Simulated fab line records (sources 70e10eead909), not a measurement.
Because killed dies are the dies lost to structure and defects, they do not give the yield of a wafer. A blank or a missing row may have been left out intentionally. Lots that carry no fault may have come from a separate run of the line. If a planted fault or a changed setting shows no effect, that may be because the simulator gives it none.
fab line records + flow nand-harc
record:
- lots: 7
- wafers: 20
- last-day: 34
route steps=1302 shown A_DECK1_JOINT@541 A_ONON_D2@545 END@1302
lots untouched by any fault: they come from a run of this same line in which no faults occurred
start-h: start of the lot's first displayed wafer, in hours after the record's first day + wait-h: time in hours since the lot's previous step + " identical to the entry in the row above + L1.1+2: one row covering several wafers at once + - no value present, or no start provided + * or withheld: withheld + < > ~ a bound
route shown NAME@n: NAME is a module with steps in the file, n the number in the route of the first one + usual: mean and standard deviation over wafers with no fault + same: alike in all rows + chamber/n: place in a boat + sites: per-site readings + _std_site: the standard deviation of these + _edge_site: outer sites' mean less inner sites' + radius-mm: for every site, how far away it sits from the centre of the wafer + mask NAME#n: copy n + behind: tool/chamber where the wafer was last shaped + hold: cause of the lot's hold/its duration in hours/its outcome + device: the transistor (n, p or np) that didn't switch + end of line: the route-end tests of the same wafers + step lacking rows: just its recipe + killed: not the wafer's yield, but the dies lost to structure and defects at the first sort + map: a wafer's dies, x killed, . not, _ none there
set.NAME: the setting the step ran with; set.NAME@STEP: the setting that earlier step ran with + model.NAME: the simulator's own value behind a step, which no gauge read
a table for each step, a row for each wafer; lots at some steps of the route
services: the hour from which a tool's chamber was out of use, counted from the record's first day as start-h (under 0 if before that day), plus the number of hours and why
== steps ==
step: NHARC_A_DECK1_JOINT_SRD_15
step: NHARC_A_DECK1_JOINT_DEP_16
recipe:
- target-thk-a: 450
- temp-c: 400
- pressure-torr: 6.5
- rf-w: 900
- teos-flow-sccm: 161.4
- flow-sccm: 2650
- target-thk-nm: 45
- gas: O2
- material: SiO2
usual:
- heater-power-w: 540/81
- throttle-valve-pct: 15.9/0.54
| lot.wafer | tool     | chamber | start-h | wait-h | heater-power-w | throttle-valve-pct |
|-----------|----------|---------|---------|--------|----------------|--------------------|
| L696.1    | pecvd-04 | 1       | 315.14  | 0.1    | 580            | 15.1               |
| L696.6    | "        | 2       | "       | "      | 401            | 16.0               |
| L696.5    | "        | 0       | "       | "      | 505            | 14.8               |
| L697.3    | pecvd-03 | 0       | 323.83  | 0.2    | 649            | 16.1               |
| L697.2    | "        | 1       | "       | "      | 518            | 15.0               |
| L697.6    | "        | 0       | "       | "      | 685            | 15.9               |
| L702.2    | pecvd-04 | 1       | 372.84  | 0.1    | 605            | 15.3               |
| L702.5    | "        | 2       | "       | "      | 429            | 15.9               |
| L702.4    | "        | 1       | "       | "      | 598            | 15.5               |
| L706.3    | pecvd-04 | 2       | 421.61  | 0.1    | 459            | 16.0               |
| L706.1    | "        | 0       | "       | "      | 487            | 15.1               |
| L706.6    | "        | 0       | "       | "      | 493            | 15.2               |
| L708.1    | pecvd-04 | 1       | 445.38  | 0.1    | 538            | 15.5               |
| L708.6    | "        | 1       | "       | "      | 542            | 15.4               |
| L708.5    | "        | 0       | "       | "      | 514            | 15.1               |
| L709.6    | pecvd-04 | 1       | 449.97  | 0.2    | 534            | 15.7               |
| L709.5    | "        | 2       | "       | "      | 484            | 16.2               |
| L715.2    | pecvd-04 | 2       | 512.55  | 0.1    | 441            | 15.6               |
| L715.3    | "        | 1       | "       | "      | 580            | 15.8               |
| L715.6    | "        | 1       | "       | "      | 582            | 15.7               |
step: NHARC_A_DECK1_JOINT_THK_MEAS_17
recipe:
- thk-meas-gauge: ellipsometry
usual:
- thk-nm: 45.1/1.1
| lot.wafer | tool          | chamber | start-h | wait-h | thk-nm |
|-----------|---------------|---------|---------|--------|--------|
| L696.1    | film-metro-01 | -       | 315.36  | 0.2    | 46.0   |
| L696.5    | "             | -       | "       | "      | 46.1   |
| L696.6    | "             | -       | "       | "      | 45.4   |
| L697.2    | film-metro-01 | -       | 324.08  | 0.2    | 44.1   |
| L697.3    | "             | -       | "       | "      | 43.6   |
| L697.6    | "             | -       | "       | "      | 45.6   |
| L702.2    | film-metro-01 | -       | 373.07  | 0.2    | 43.1   |
| L702.4    | "             | -       | "       | "      | 44.1   |
| L702.5    | "             | -       | "       | "      | 45.3   |
| L706.1    | film-metro-02 | -       | 421.87  | 0.2    | 42.1   |
| L706.3    | "             | -       | "       | "      | 45.0   |
| L706.6    | "             | -       | "       | "      | 45.2   |
| L708.1    | film-metro-02 | -       | 445.66  | 0.3    | 44.0   |
| L708.5    | "             | -       | "       | "      | 45.5   |
| L708.6    | "             | -       | "       | "      | 46.7   |
| L709.5    | film-metro-01 | -       | 450.17  | 0.1    | 45.7   |
| L709.6    | "             | -       | "       | "      | 45.1   |
| L715.2    | film-metro-01 | -       | 512.86  | 0.3    | 44.6   |
| L715.3    | "             | -       | "       | "      | 44.5   |
| L715.6    | "             | -       | "       | "      | 45.2   |
step: NHARC_A_DECK1_JOINT_INSPECT_05
usual:
- raw-defect-count: 309/130
| lot.wafer | tool              | chamber | start-h | wait-h | raw-defect-count |
|-----------|-------------------|---------|---------|--------|------------------|
| L696.1    | defect-inspect-02 | -       | 315.39  | 0.0    | 260              |
| L696.5    | "                 | -       | "       | "      | 239              |
| L696.6    | "                 | -       | "       | "      | 249              |
| L697.2    | defect-inspect-02 | -       | 324.12  | 0.0    | 220              |
| L697.3    | "                 | -       | "       | "      | 222              |
| L697.6    | "                 | -       | "       | "      | 232              |
| L702.2    | defect-inspect-01 | -       | 373.10  | 0.0    | 445              |
| L702.4    | "                 | -       | "       | "      | 317              |
| L702.5    | "                 | -       | "       | "      | 262              |
| L706.1    | defect-inspect-01 | -       | 421.90  | 0.0    | 493              |
| L706.3    | "                 | -       | "       | "      | 350              |
| L706.6    | "                 | -       | "       | "      | 286              |
| L708.1    | defect-inspect-02 | -       | 445.69  | 0.0    | 306              |
| L708.5    | "                 | -       | "       | "      | 272              |
| L708.6    | "                 | -       | "       | "      | 280              |
| L709.5    | defect-inspect-01 | -       | 450.21  | 0.0    | 328              |
| L709.6    | "                 | -       | "       | "      | 281              |
| L715.2    | defect-inspect-02 | -       | 512.90  | 0.0    | 160              |
| L715.3    | "                 | -       | "       | "      | 247              |
| L715.6    | "                 | -       | "       | "      | 264              |
step: NHARC_A_ONON_D2_DEP_00
recipe:
- target-thk-a: 10000
- n2-flow-sccm: 2750
- n2o-flow-sccm: 2000
- nh3-flow-sccm: 500
- sih4-flow-sccm: 210
- temp-c: 400
step: NHARC_A_ONON_D2_THK_MEAS_02
recipe:
- thk-meas-gauge: ellipsometry
usual:
- thk-nm: 999/9.7
| lot.wafer | tool          | chamber | start-h | wait-h | thk-nm |
|-----------|---------------|---------|---------|--------|--------|
| L696.1    | film-metro-02 | -       | 315.97  | -      | 1003   |
| L696.5    | "             | -       | "       | "      | 1002   |
| L696.6    | "             | -       | "       | "      | 1004   |
| L697.2    | film-metro-02 | -       | 324.69  | -      | 1000   |
| L697.3    | "             | -       | "       | "      | 1001   |
| L697.6    | "             | -       | "       | "      | 1000   |
| L702.2    | film-metro-01 | -       | 374.04  | -      | 1011   |
| L702.4    | "             | -       | "       | "      | 1013   |
| L702.5    | "             | -       | "       | "      | 1012   |
| L706.1    | film-metro-02 | -       | 422.48  | -      | 991    |
| L706.3    | "             | -       | "       | "      | 992    |
| L706.6    | "             | -       | "       | "      | 990    |
| L708.1    | film-metro-01 | -       | 446.27  | -      | 988    |
| L708.5    | "             | -       | "       | "      | 988    |
| L708.6    | "             | -       | "       | "      | 989    |
| L709.5    | film-metro-01 | -       | 450.79  | -      | 996    |
| L709.6    | "             | -       | "       | "      | 994    |
| L715.2    | film-metro-02 | -       | 513.47  | -      | 984    |
| L715.3    | "             | -       | "       | "      | 985    |
| L715.6    | "             | -       | "       | "      | 988    |
step: NHARC_A_ONON_D2_DEP_03
recipe:
- target-thk-a: 10000
- n2-flow-sccm: 2750
- n2o-flow-sccm: 2000
- nh3-flow-sccm: 500
- sih4-flow-sccm: 210
- temp-c: 400
step: NHARC_A_ONON_D2_THK_MEAS_05
recipe:
- thk-meas-gauge: ellipsometry
usual:
- thk-nm: 1002/11
| lot.wafer | tool          | chamber | start-h | wait-h | thk-nm |
|-----------|---------------|---------|---------|--------|--------|
| L696.1    | film-metro-01 | -       | 316.54  | -      | 996    |
| L696.5    | "             | -       | "       | "      | 995    |
| L696.6    | "             | -       | "       | "      | 997    |
| L697.2    | film-metro-02 | -       | 325.26  | -      | 1017   |
| L697.3    | "             | -       | "       | "      | 1016   |
| L697.6    | "             | -       | "       | "      | 1013   |
| L702.2    | film-metro-01 | -       | 374.74  | -      | 1006   |
| L702.4    | "             | -       | "       | "      | 1008   |
| L702.5    | "             | -       | "       | "      | 1007   |
| L706.1    | film-metro-02 | -       | 423.04  | -      | 1031   |
| L706.3    | "             | -       | "       | "      | 1031   |
| L706.6    | "             | -       | "       | "      | 1031   |
| L708.1    | film-metro-01 | -       | 446.83  | -      | 982    |
| L708.5    | "             | -       | "       | "      | 982    |
| L708.6    | "             | -       | "       | "      | 980    |
| L709.5    | film-metro-01 | -       | 451.35  | -      | 1003   |
| L709.6    | "             | -       | "       | "      | 1004   |
| L715.2    | film-metro-01 | -       | 514.03  | -      | 998    |
| L715.3    | "             | -       | "       | "      | 998    |
| L715.6    | "             | -       | "       | "      | 998    |
step: NHARC_A_ONON_D2_DEP_06
recipe:
- target-thk-a: 10000
- n2-flow-sccm: 2750
- n2o-flow-sccm: 2000
- nh3-flow-sccm: 500
- sih4-flow-sccm: 210
- temp-c: 400
step: NHARC_A_ONON_D2_THK_MEAS_08
recipe:
- thk-meas-gauge: ellipsometry
usual:
- thk-nm: 998/7.3
| lot.wafer | tool          | chamber | start-h | wait-h | thk-nm |
|-----------|---------------|---------|---------|--------|--------|
| L696.1    | film-metro-01 | -       | 317.11  | -      | 1004   |
| L696.5    | "             | -       | "       | "      | 1002   |
| L696.6    | "             | -       | "       | "      | 1004   |
| L697.2    | film-metro-02 | -       | 325.82  | -      | 1003   |
| L697.3    | "             | -       | "       | "      | 1002   |
| L697.6    | "             | -       | "       | "      | 1002   |
| L702.2    | film-metro-01 | -       | 375.31  | -      | 1001   |
| L702.4    | "             | -       | "       | "      | 1002   |
| L702.5    | "             | -       | "       | "      | 1002   |
| L706.1    | film-metro-01 | -       | 423.62  | -      | 1002   |
| L706.3    | "             | -       | "       | "      | 999    |
| L706.6    | "             | -       | "       | "      | 999    |
| L708.1    | film-metro-02 | -       | 447.40  | -      | 986    |
| L708.5    | "             | -       | "       | "      | 986    |
| L708.6    | "             | -       | "       | "      | 986    |
| L709.5    | film-metro-01 | -       | 451.92  | -      | 995    |
| L709.6    | "             | -       | "       | "      | 995    |
| L715.2    | film-metro-02 | -       | 514.60  | -      | 998    |
| L715.3    | "             | -       | "       | "      | 1000   |
| L715.6    | "             | -       | "       | "      | 998    |
step: NHARC_A_ONON_D2_DEP_09
recipe:
- target-thk-a: 10000
- n2-flow-sccm: 2750
- n2o-flow-sccm: 2000
- nh3-flow-sccm: 500
- sih4-flow-sccm: 210
- temp-c: 400
step: NHARC_A_ONON_D2_THK_MEAS_11
recipe:
- thk-meas-gauge: ellipsometry
usual:
- thk-nm: 1000/9.2
| lot.wafer | tool          | chamber | start-h | wait-h | thk-nm |
|-----------|---------------|---------|---------|--------|--------|
| L696.1    | film-metro-02 | -       | 317.67  | -      | 1003   |
| L696.5    | "             | -       | "       | "      | 1004   |
| L696.6    | "             | -       | "       | "      | 1004   |
| L697.2    | film-metro-02 | -       | 326.39  | -      | 988    |
| L697.3    | "             | -       | "       | "      | 990    |
| L697.6    | "             | -       | "       | "      | 988    |
| L702.2    | film-metro-01 | -       | 375.87  | -      | 992    |
| L702.4    | "             | -       | "       | "      | 992    |
| L702.5    | "             | -       | "       | "      | 991    |
| L706.1    | film-metro-01 | -       | 424.18  | -      | 993    |
| L706.3    | "             | -       | "       | "      | 993    |
| L706.6    | "             | -       | "       | "      | 992    |
| L708.1    | film-metro-02 | -       | 447.96  | -      | 991    |
| L708.5    | "             | -       | "       | "      | 992    |
| L708.6    | "             | -       | "       | "      | 991    |
| L709.5    | film-metro-01 | -       | 452.49  | -      | 998    |
| L709.6    | "             | -       | "       | "      | 997    |
| L715.2    | film-metro-01 | -       | 515.16  | -      | 995    |
| L715.3    | "             | -       | "       | "      | 995    |
| L715.6    | "             | -       | "       | "      | 996    |
step: NHARC_A_ONON_D2_DEP_12
recipe:
- target-thk-a: 10000
- n2-flow-sccm: 2750
- n2o-flow-sccm: 2000
- nh3-flow-sccm: 500
- sih4-flow-sccm: 210
- temp-c: 400
usual:
- n2-flow-sccm: 2752/9.2
| lot.wafer | tool          | chamber | start-h | wait-h | n2-flow-sccm |
|-----------|---------------|---------|---------|--------|--------------|
| L696.1    | pecvd-onon-02 | 0       | 317.73  | 0.1    | 2751         |
| L696.5    | "             | 0       | "       | "      | 2742         |
| L696.6    | "             | 0       | "       | "      | 2749         |
| L697.2    | pecvd-onon-02 | 0       | 326.50  | 0.1    | 2747         |
| L697.3    | "             | 0       | "       | "      | 2741         |
| L697.6    | "             | 0       | "       | "      | 2736         |
| L702.2    | pecvd-onon-04 | 0       | 375.99  | 0.1    | 2741         |
| L702.4    | "             | 0       | "       | "      | 2745         |
| L702.5    | "             | 0       | "       | "      | 2748         |
| L706.1    | pecvd-onon-04 | 0       | 424.24  | 0.1    | 2754         |
| L706.3    | "             | 0       | "       | "      | 2761         |
| L706.6    | "             | 0       | "       | "      | 2769         |
| L708.1    | pecvd-onon-04 | 0       | 448.02  | 0.1    | 2761         |
| L708.5    | "             | 0       | "       | "      | 2768         |
| L708.6    | "             | 0       | "       | "      | 2762         |
| L709.5    | pecvd-onon-04 | 0       | 452.77  | 0.3    | 2757         |
| L709.6    | "             | 0       | "       | "      | 2753         |
| L715.2    | pecvd-onon-04 | 0       | 515.28  | 0.1    | 2758         |
| L715.3    | "             | 0       | "       | "      | 2778         |
| L715.6    | "             | 0       | "       | "      | 2766         |
step: NHARC_A_ONON_D2_THK_MEAS_14
recipe:
- thk-meas-gauge: ellipsometry
usual:
- thk-nm: 997/9.4
| lot.wafer | tool          | chamber | start-h | wait-h | thk-nm |
|-----------|---------------|---------|---------|--------|--------|
| L696.1    | film-metro-02 | -       | 318.24  | -      | 995    |
| L696.5    | "             | -       | "       | "      | 995    |
| L696.6    | "             | -       | "       | "      | 996    |
| L697.2    | film-metro-01 | -       | 326.95  | -      | 980    |
| L697.3    | "             | -       | "       | "      | 979    |
| L697.6    | "             | -       | "       | "      | 979    |
| L702.2    | film-metro-01 | -       | 376.44  | -      | 996    |
| L702.4    | "             | -       | "       | "      | 996    |
| L702.5    | "             | -       | "       | "      | 995    |
| L706.1    | film-metro-01 | -       | 424.75  | -      | 1004   |
| L706.3    | "             | -       | "       | "      | 1004   |
| L706.6    | "             | -       | "       | "      | 642    |
| L708.1    | film-metro-02 | -       | 448.54  | -      | 991    |
| L708.5    | "             | -       | "       | "      | 993    |
| L708.6    | "             | -       | "       | "      | 631    |
| L709.5    | film-metro-02 | -       | 453.05  | -      | 1012   |
| L709.6    | "             | -       | "       | "      | 651    |
| L715.2    | film-metro-02 | -       | 515.74  | -      | 991    |
| L715.3    | "             | -       | "       | "      | 987    |
| L715.6    | "             | -       | "       | "      | 990    |
step: NHARC_A_ONON_D2_ANNEAL_15
recipe:
- temp-c: 750
- time-s: 3600
step: NHARC_END_SORT_01
recipe:
- temp-c: 25
usual:
- killed-at-array: 53/21
- killed-at-other: 1.0/1.3
- killed-at-periphery: 3.8/2.4
- killed-dies: 58/21
- killed-open: 3.4/1.9
- killed-short: 2.4/1.5
same:
- gross-dies: 677
| lot.wafer | tool      | chamber | start-h | wait-h | killed-at-array | killed-at-other | killed-at-periphery | killed-dies | killed-open | killed-short |
|-----------|-----------|---------|---------|--------|-----------------|-----------------|---------------------|-------------|-------------|--------------|
| L702.2    | prober-02 | 0       | 677.83  | 2.8    | 66              | 2               | 3                   | 71          | 3           | 0            |
| L702.5    | prober-02 | 0       | 680.24  | 3.7    | 58              | 0               | 3                   | 61          | 2           | 6            |
| L706.1    | prober-02 | 0       | 711.55  | 2.5    | 70              | 1               | 0                   | 71          | 1           | 0            |
| L706.3    | prober-02 | 0       | 713.14  | 3.1    | 83              | 0               | 2                   | 85          | 5           | 1            |
| L706.6    | prober-02 | 0       | 715.53  | 4.0    | 676             | 0               | 1                   | 677         | 2           | 2            |
| L708.6    | prober-02 | 0       | 746.76  | 4.1    | 671             | 0               | 6                   | 677         | 1           | 2            |
| L709.6    | prober-01 | 0       | 746.70  | 4.0    | 670             | 3               | 4                   | 677         | 6           | 4            |
killed by level:class
L702.2 A_CHANNEL_HOLE_D1:chamber-film-flake=33 A_SLIT:chamber-film-flake=22 P_M2:chamber-film-flake=2 A_STAIRCASE:chamber-film-flake=2 A_WL_FILL:chamber-film-flake=2 A_CONTACT:chamber-film-flake=2 THIN_TSV:chamber-film-flake=2 P_CONTACT:geometric-particle:open=1
L702.5 A_SLIT:chamber-film-flake=23 A_CHANNEL_HOLE_D1:chamber-film-flake=13 A_SGD_CUT:chamber-film-flake=3 A_WL_FILL:chamber-film-flake=3 A_CONTACT:chamber-film-flake=3 A_DECK1_JOINT:chamber-film-flake=2 A_CHANNEL_FILL_D2:chamber-film-flake=2 A_STAIRCASE:chamber-film-flake=2
L706.1 A_CHANNEL_HOLE_D1:chamber-film-flake=35 A_SLIT:chamber-film-flake=16 A_CHANNEL_HOLE_D2:chamber-film-flake=9 A_BONDPAD:chamber-film-flake=4 A_CONTACT:chamber-film-flake=2 A_CHANNEL_FILL_D1:geometric-particle:open=1 A_ZERO_WELL:chamber-film-flake=1 A_STAIRCASE:chamber-film-flake=1
L706.3 A_CHANNEL_HOLE_D1:chamber-film-flake=35 A_SLIT:chamber-film-flake=22 A_CHANNEL_HOLE_D2:chamber-film-flake=16 A_BONDPAD:chamber-film-flake=2 P_M0:geometric-particle:open=1 A_SOURCE_PLATE:geometric-particle:open=1 A_SGD_CUT:geometric-particle:short=1 A_SGD_CUT:geometric-particle:open=1
L706.6 A_ONON_D2:area-dep=606 A_CHANNEL_HOLE_D1:chamber-film-flake=33 A_SLIT:chamber-film-flake=19 A_CHANNEL_HOLE_D2:chamber-film-flake=10 A_STAIRCASE:chamber-film-flake=2 A_BONDPAD:chamber-film-flake=2 P_CONTACT:geometric-particle:open=1 A_CHANNEL_FILL_D1:geometric-particle:short=1
L709.6 A_ONON_D2:area-dep=635 A_CHANNEL_HOLE_D1:chamber-film-flake=17 A_SLIT:chamber-film-flake=7 THIN_TSV:chamber-film-flake=3 A_CHANNEL_FILL_D2:geometric-particle:open=2 A_CHANNEL_FILL_D2:geometric-particle:short=2 P_GATE:geometric-particle:open=1 P_CONTACT:geometric-particle:open=1
L708.6 A_ONON_D2:area-dep=572 A_CHANNEL_HOLE_D1:chamber-film-flake=36 A_CHANNEL_HOLE_D2:chamber-film-flake=23 A_SLIT:chamber-film-flake=21 A_CONTACT:chamber-film-flake=11 P_STI:chamber-film-flake=3 A_CHANNEL_FILL_D2:chamber-film-flake=3 A_CHANNEL_FILL_D1:geometric-particle:short=1
map L706.6 (x killed, . not)
____________x____________
_________xxxxxxx_________
_______xxxxxxxxxxx_______
______xxxxxxxxxxxxx______
_____xxxxxxxxxxxxxxx_____
____xxxxxxxxxxxxxxxxx____
____xxxxxxxxxxxxxxxxx____
___xxxxxxxxxxxxxxxxxxx___
___xxxxxxxxxxxxxxxxxxx___
__xxxxxxxxxxxxxxxxxxxxx__
__xxxxxxxxxxxxxxxxxxxxx__
_xxxxxxxxxxxxxxxxxxxxxxx_
_xxxxxxxxxxxxxxxxxxxxxxx_
_xxxxxxxxxxxxxxxxxxxxxxx_
_xxxxxxxxxxxxxxxxxxxxxxx_
_xxxxxxxxxxxxxxxxxxxxxxx_
xxxxxxxxxxxxxxxxxxxxxxxxx
xxxxxxxxxxxxxxxxxxxxxxxxx
xxxxxxxxxxxxxxxxxxxxxxxxx
xxxxxxxxxxxxxxxxxxxxxxxxx
xxxxxxxxxxxxxxxxxxxxxxxxx
_xxxxxxxxxxxxxxxxxxxxxxx_
_xxxxxxxxxxxxxxxxxxxxxxx_
_xxxxxxxxxxxxxxxxxxxxxxx_
_xxxxxxxxxxxxxxxxxxxxxxx_
_xxxxxxxxxxxxxxxxxxxxxxx_
__xxxxxxxxxxxxxxxxxxxxx__
__xxxxxxxxxxxxxxxxxxxxx__
___xxxxxxxxxxxxxxxxxxx___
___xxxxxxxxxxxxxxxxxxx___
____xxxxxxxxxxxxxxxxx____
____xxxxxxxxxxxxxxxxx____
_____xxxxxxxxxxxxxxx_____
______xxxxxxxxxxxxx______
_______xxxxxxxxxxx_______
_________xxxxxxx_________
____________x____________
map L708.6 (x killed, . not)
____________x____________
_________xxxxxxx_________
_______xxxxxxxxxxx_______
______xxxxxxxxxxxxx______
_____xxxxxxxxxxxxxxx_____
____xxxxxxxxxxxxxxxxx____
____xxxxxxxxxxxxxxxxx____
___xxxxxxxxxxxxxxxxxxx___
___xxxxxxxxxxxxxxxxxxx___
__xxxxxxxxxxxxxxxxxxxxx__
__xxxxxxxxxxxxxxxxxxxxx__
_xxxxxxxxxxxxxxxxxxxxxxx_
_xxxxxxxxxxxxxxxxxxxxxxx_
_xxxxxxxxxxxxxxxxxxxxxxx_
_xxxxxxxxxxxxxxxxxxxxxxx_
_xxxxxxxxxxxxxxxxxxxxxxx_
xxxxxxxxxxxxxxxxxxxxxxxxx
xxxxxxxxxxxxxxxxxxxxxxxxx
xxxxxxxxxxxxxxxxxxxxxxxxx
xxxxxxxxxxxxxxxxxxxxxxxxx
xxxxxxxxxxxxxxxxxxxxxxxxx
_xxxxxxxxxxxxxxxxxxxxxxx_
_xxxxxxxxxxxxxxxxxxxxxxx_
_xxxxxxxxxxxxxxxxxxxxxxx_
_xxxxxxxxxxxxxxxxxxxxxxx_
_xxxxxxxxxxxxxxxxxxxxxxx_
__xxxxxxxxxxxxxxxxxxxxx__
__xxxxxxxxxxxxxxxxxxxxx__
___xxxxxxxxxxxxxxxxxxx___
___xxxxxxxxxxxxxxxxxxx___
____xxxxxxxxxxxxxxxxx____
____xxxxxxxxxxxxxxxxx____
_____xxxxxxxxxxxxxxx_____
______xxxxxxxxxxxxx______
_______xxxxxxxxxxx_______
_________xxxxxxx_________
____________x____________
== services ==
| tool          | chamber | start-h | hours | kind       |
|---------------|---------|---------|-------|------------|
| pecvd-onon-04 | -       | 311.12  | 13.0  | pm         |
| pecvd-onon-02 | -       | 366.03  | 13.0  | pm         |
| pecvd-03      | -       | 366.37  | 13.0  | pm         |
| pecvd-03      | 0       | 366.37  | 13.0  | vent-cycle |
| pecvd-03      | 1       | 366.37  | 13.0  | vent-cycle |
| pecvd-03      | 2       | 366.37  | 13.0  | vent-cycle |
| pecvd-03      | 0       | 379.37  | -     | clean      |
| pecvd-03      | 1       | 379.37  | -     | clean      |
| pecvd-03      | 2       | 379.37  | -     | clean      |
| pecvd-04      | -       | 452.41  | 13.0  | pm         |
| pecvd-04      | 0       | 452.41  | 13.0  | vent-cycle |
| pecvd-04      | 1       | 452.41  | 13.0  | vent-cycle |
| pecvd-04      | 2       | 452.41  | 13.0  | vent-cycle |
| pecvd-04      | 0       | 465.41  | -     | clean      |
| pecvd-04      | 1       | 465.41  | -     | clean      |
| pecvd-04      | 2       | 465.41  | -     | clean      |
| pecvd-onon-04 | -       | 492.37  | 13.0  | pm         |
| pecvd-03      | 0       | 493.00  | 6.9   | repair     |
== key ==
first-sign:
- step: NHARC_A_ONON_D2_THK_MEAS_14
- reading: thk-nm
- direction: down
- sigmas: 38
- usual: 997
- struck: 641
effect:
- step: NHARC_END_SORT_01
- reading: killed-dies
- direction: up
- sigmas: 30
- usual: 58
- struck: 677
more-kills-born-at:
- NHARC_A_ONON_D2_DEP_12@pecvd-onon-04: 1813
met-at NHARC_A_ONON_D2_DEP_12
struck-wafers L706.6,L708.6,L709.6
later-rows-left-out L706.6,L708.6,L709.6
tester-left-out L706,L708,L709
onset-between 375.99 424.24
fault:
- kind: process-parameter-drift
- tool: pecvd-onon-04
- chamber: -
- onset-h: 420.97
- steps: NHARC_A_ONON_D2_DEP_12
- channel: target-thk-a
- offset: *
- shape: step
- end-h: 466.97
- scope: struck-wafers-only
- acts-in: *
- stated: *
tester-left-out: of these lots the tester's yield and bins aren't shown, on N5 and GAA mostly nor the transistor test; their killed dies are dies lost to structure and defects alone, not to doping, threshold or leakage, so they don't give the yield
later-rows-left-out: the simulator's readings of these wafers behind a module that went badly wrong aren't trusted and aren't shown, but for the sort
